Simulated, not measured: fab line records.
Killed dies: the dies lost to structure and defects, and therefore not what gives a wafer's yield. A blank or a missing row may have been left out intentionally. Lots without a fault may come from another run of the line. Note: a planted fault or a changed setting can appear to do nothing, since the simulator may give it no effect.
Which tool is to blame? ; flow nandHarc ; 6 lots with 18 wafers sampled at 3 steps, on a route of 1302 steps

WHAT THE GAUGES READ, wafer by wafer
NHARC_P_GATE_CD_MEAS_11 targets a cd of 1640 nm.
lot;measured;on;cdNm (nm)
L285;day 7 17:37;cdSem-01;1639.6 1637.9 1640.1
L290;day 9 20:43;cdSem-02;1641.5 1641.7 1639.9
L292;day 10 12:59;cdSem-03;1638.5 1638.4 1640.9
L295;day 11 20:29;cdSem-03;1637.1 1635.6 1636.2
L298;day 13 00:22;cdSem-01;1639.1 1640.7 1637.8
L300;day 14 00:22;cdSem-03;1637.6 1637.1 1637.5

WHICH TOOL RAN EACH LOT (tool, then ch and the chambers of the sampled wafers, then the start)
lot;NHARC_P_STI_ETCH_31;NHARC_P_GATE_EXPOSE_08
L285;rieDiel-06 ch 0,1,3, day 7 17:27 or earlier;krfScanner-03 ch 0, day 7 17:27
L290;rieDiel-02 ch 2,3, day 9 20:34 or earlier;krfScanner-02 ch 0, day 9 20:34
L292;rieDiel-12 ch 1,2, day 10 12:50 or earlier;krfScanner-01 ch 0, day 10 12:50
L295;rieDiel-12 ch 0,2,3, day 11 20:20 or earlier;krfScanner-02 ch 0, day 11 20:20
L298;rieDiel-02 ch 1,2,3, day 13 00:12 or earlier;krfScanner-02 ch 0, day 13 00:12
L300;rieDiel-02 ch 0,1, day 14 00:13 or earlier;krfScanner-02 ch 0, day 14 00:13
- NHARC_P_STI_ETCH_31: etches the open film in CF4/CHF3, target depth 108.9 nm, time 54.5 s.
- NHARC_P_GATE_EXPOSE_08: exposes mask P HV.

THE ANSWER, worked out from the rows above alone
Rule: what is usual is taken from the lots themselves. Put in order of their means at a reading, lots are off if they are a third of the lots or fewer, leave a main group of 4 or more, and stand apart from it by a gap of 3 or more times the standard deviation of the main group's means; of several such gaps the widest counts. The tables above print the reading to a certain number of digits; a main group whose means all agree to those digits is not used. Also off: a lot with no number at a reading for which 4 or more lots have one. Any other lot the step has rows for is counted as sound.
Across all readings shown, no lot is off: no conclusion can be drawn from this.

WHAT THE SIMULATOR HAD INSERTED
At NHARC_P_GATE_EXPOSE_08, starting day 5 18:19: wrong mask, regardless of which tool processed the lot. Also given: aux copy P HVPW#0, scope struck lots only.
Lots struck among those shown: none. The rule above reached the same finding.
